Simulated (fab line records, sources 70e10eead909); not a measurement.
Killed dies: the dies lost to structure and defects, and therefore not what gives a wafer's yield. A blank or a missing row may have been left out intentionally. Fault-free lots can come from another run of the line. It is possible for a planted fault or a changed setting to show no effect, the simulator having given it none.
Matching of chambers :: flow nandHarc :: NHARC_P_M2_PRE_CLEAN_32 on pecvd-02 has 3 sister chambers
The step time 12 s. 14 wafers are shown with their chamber, then 7 later ones without.

## WAFERS PAIRED WITH THEIR CHAMBERS
wafer: L077.2
chamber: 0
heaterPowerW (W): 597

wafer: L077.3
chamber: 1
heaterPowerW (W): 639

wafer: L077.5
chamber: 2
heaterPowerW (W): 662

wafer: L085.2
chamber: 2
heaterPowerW (W): 655

wafer: L085.3
chamber: 1
heaterPowerW (W): 617

wafer: L085.5
chamber: 1
heaterPowerW (W): 622

wafer: L089.2
chamber: 1
heaterPowerW (W): 629

wafer: L089.3
chamber: 2
heaterPowerW (W): 737

wafer: L089.5
chamber: 2
heaterPowerW (W): 738

wafer: L091.1
chamber: 1
heaterPowerW (W): 601

wafer: L091.3
chamber: 2
heaterPowerW (W): 787

wafer: L091.4
chamber: 1
heaterPowerW (W): 609

wafer: L092.1
chamber: 1
heaterPowerW (W): 590

wafer: L092.2
chamber: 0
heaterPowerW (W): 634

SIGNATURES, as means of the wafers listed above
reading: heaterPowerW
chamber 0: 615.50
chamber 1: 615.29
chamber 2: 715.80
scatter within a chamber: 36.9
Rule: a wafer's distance from a chamber is the root of the sum, over the readings, of the square of ((its reading less the chamber's mean) divided by the reading's scatter). If the next closest chamber is less than 2 further off than the closest, the wafer can't be placed; otherwise it belongs to the closest. The scatter: take each reading less its chamber's mean, square it, sum over the shown wafers, divide by the number of wafers less the number of chambers, and take the root.

## WAFERS WITHOUT THEIR CHAMBER
wafer: L092.4
heaterPowerW (W): 638

wafer: L095.3
heaterPowerW (W): 548

wafer: L095.5
heaterPowerW (W): 689

wafer: L095.6
heaterPowerW (W): 556

wafer: L097.1
heaterPowerW (W): 708

wafer: L097.2
heaterPowerW (W): 630

wafer: L097.3
heaterPowerW (W): 599

## WHICH CHAMBER EACH ONE RAN IN
wafer: L092.4
from the rows above: can't be placed: 0 or 1 or 2
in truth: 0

wafer: L095.3
from the rows above: can't be placed: 1 or 0
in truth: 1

wafer: L095.5
from the rows above: can't be placed: 2 or 0 or 1
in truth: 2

wafer: L095.6
from the rows above: can't be placed: 1 or 0
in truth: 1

wafer: L097.1
from the rows above: 2
in truth: 2

wafer: L097.2
from the rows above: can't be placed: 0 or 1 or 2
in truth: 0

wafer: L097.3
from the rows above: can't be placed: 1 or 0
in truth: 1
Correctly placed: 1 of 7. Can't be placed from these rows: 6 (the true chamber is among the candidates in 6). 0 placed wrongly.
